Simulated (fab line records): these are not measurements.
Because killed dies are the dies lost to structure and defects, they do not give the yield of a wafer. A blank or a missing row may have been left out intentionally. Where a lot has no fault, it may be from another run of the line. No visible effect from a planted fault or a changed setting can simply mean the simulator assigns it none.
Matching of chambers + flow n5-finfet + rie-diel-05 running N5_BEOL_M5_DESCUM_33: 4 sister chambers
The step chemistry O2, time 7 s. 14 wafers are shown with their chamber, then 7 later ones without.

## WAFERS, EACH WITH ITS CHAMBER
| wafer  | chamber | throttle-valve-pct (%) | oes-product-au (a.u.) | rf-vpp-V (V) |
|--------|---------|------------------------|-----------------------|--------------|
| L079.1 | 0       | 20.86                  | 0.69                  | 243.1        |
| L079.5 | 1       | 20.77                  | 0.80                  | 243.7        |
| L079.6 | 2       | 19.87                  | 0.89                  | 242.9        |
| L080.1 | 0       | 20.84                  | 0.69                  | 242.6        |
| L080.4 | 1       | 20.77                  | 0.80                  | 244.3        |
| L080.6 | 2       | 19.85                  | 0.89                  | 242.9        |
| L081.4 | 1       | 20.78                  | 0.79                  | 242.7        |
| L081.5 | 2       | 19.86                  | 0.88                  | 242.4        |
| L081.6 | 1       | 20.78                  | 0.79                  | 243.1        |
| L082.2 | 2       | 19.86                  | 0.89                  | 243.3        |
| L082.3 | 3       | 20.94                  | 0.74                  | 243.2        |
| L082.6 | 1       | 20.77                  | 0.79                  | 244.3        |
| L085.2 | 1       | 20.77                  | 0.78                  | 242.7        |
| L085.3 | 0       | 20.86                  | 0.68                  | 242.0        |

SIGNATURES (averages over the wafers above)
| reading            | chamber 0 | chamber 1 | chamber 2 | chamber 3 | scatter within a chamber |
|--------------------|-----------|-----------|-----------|-----------|--------------------------|
| throttle-valve-pct | 20.8533   | 20.7733   | 19.8600   | 20.9400   | 0.00775                  |
| oes-product-au     | 0.6867    | 0.7917    | 0.8875    | 0.7400    | 0.00652                  |
| rf-vpp-V           | 242.567   | 243.467   | 242.875   | 243.200   | 0.614                    |
Rule: for a wafer and a chamber, the distance is found by dividing, reading by reading, the gap between the wafer's reading and the chamber's mean by the reading's scatter, squaring, summing and taking the root. If the next closest chamber is less than 2 further off than the closest, the wafer can't be placed; otherwise it belongs to the closest. The scatter is the square root of a quotient: the sum, over the shown wafers, of each reading's squared deviation from its chamber's mean, divided by wafers minus chambers.

## WAFERS WHOSE CHAMBER IS MISSING
| wafer  | throttle-valve-pct (%) | oes-product-au (a.u.) | rf-vpp-V (V) |
|--------|------------------------|-----------------------|--------------|
| L085.4 | 20.94                  | 0.73                  | 242.3        |
| L086.2 | 20.88                  | 0.68                  | 243.1        |
| L086.3 | 20.78                  | 0.79                  | 243.5        |
| L086.5 | 20.87                  | 0.69                  | 241.4        |
| L094.1 | 19.89                  | 0.86                  | 243.2        |
| L094.2 | 20.79                  | 0.77                  | 242.8        |
| L094.6 | 20.81                  | 0.78                  | 243.6        |

## EACH ONE'S CHAMBER
| wafer  | from the rows above | in truth |
|--------|---------------------|----------|
| L085.4 | 3                   | 3        |
| L086.2 | 0                   | 0        |
| L086.3 | 1                   | 1        |
| L086.5 | 0                   | 0        |
| L094.1 | 2                   | 2        |
| L094.2 | 1                   | 1        |
| L094.6 | 1                   | 1        |
7 of 7 placed correctly. Left unplaced by these rows: 0. Wrongly placed: 0.
